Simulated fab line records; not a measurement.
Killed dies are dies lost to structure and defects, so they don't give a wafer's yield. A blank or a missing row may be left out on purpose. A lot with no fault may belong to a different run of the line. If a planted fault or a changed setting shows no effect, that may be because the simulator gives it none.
Which of the tools did it? / flow nandHarc / 12 lots, 36 wafers sampled, at 1 step of a route of 1302

WHAT EACH GAUGE READ, for each wafer
NHARC_A_CONTACT_INSPECT_10.
lot=L075; measured=day 22 17:04; on=defectInspect-02; rawDefectCount=118 102 108
lot=L077; measured=day 23 08:24; on=defectInspect-02; rawDefectCount=77 62 62
lot=L079; measured=day 23 18:35; on=defectInspect-01; rawDefectCount=130 126 118
lot=L080; measured=day 25 07:35; on=defectInspect-02; rawDefectCount=73 85 94
lot=L082; measured=day 26 07:46; on=defectInspect-01; rawDefectCount=120 119 111
lot=L086; measured=day 27 09:29; on=defectInspect-01; rawDefectCount=97 105 95
lot=L087; measured=day 27 19:06; on=defectInspect-01; rawDefectCount=98 117 94
lot=L089; measured=day 28 08:47; on=defectInspect-02; rawDefectCount=64 60 72
lot=L092; measured=day 29 18:23; on=defectInspect-01; rawDefectCount=68 62 76
lot=L093; measured=day 30 00:10; on=defectInspect-02; rawDefectCount=71 70 84
lot=L095; measured=day 30 19:05; on=defectInspect-01; rawDefectCount=152 128 133
lot=L097; measured=day 32 01:12; on=defectInspect-01; rawDefectCount=105 86 108

WHAT TOOL EACH LOT RAN ON (gives the tool, then ch and the chambers of the sampled wafers, and finally the start)
The record holds no process step before these readings.

THE ANSWER, worked out from the rows above alone
Rule: the lots themselves supply what counts as usual. The widest of any qualifying gaps counts: lots, ordered by their means at a reading, are off when they make up no more than a third of the lots, leave a main group of 4 or more, and stand apart from it by 3 or more times the standard deviation of that group's means. A main group whose means are all the same, to the digits that the tables above print for the reading, isn't used. A lot without any number at a reading at which 4 lots or more have one is off too. Where the step has rows for the other lots, those lots are counted as sound.
No lot is off at any reading shown: from this, nothing can be told.

WHAT THE SIMULATOR HAD PUT IN
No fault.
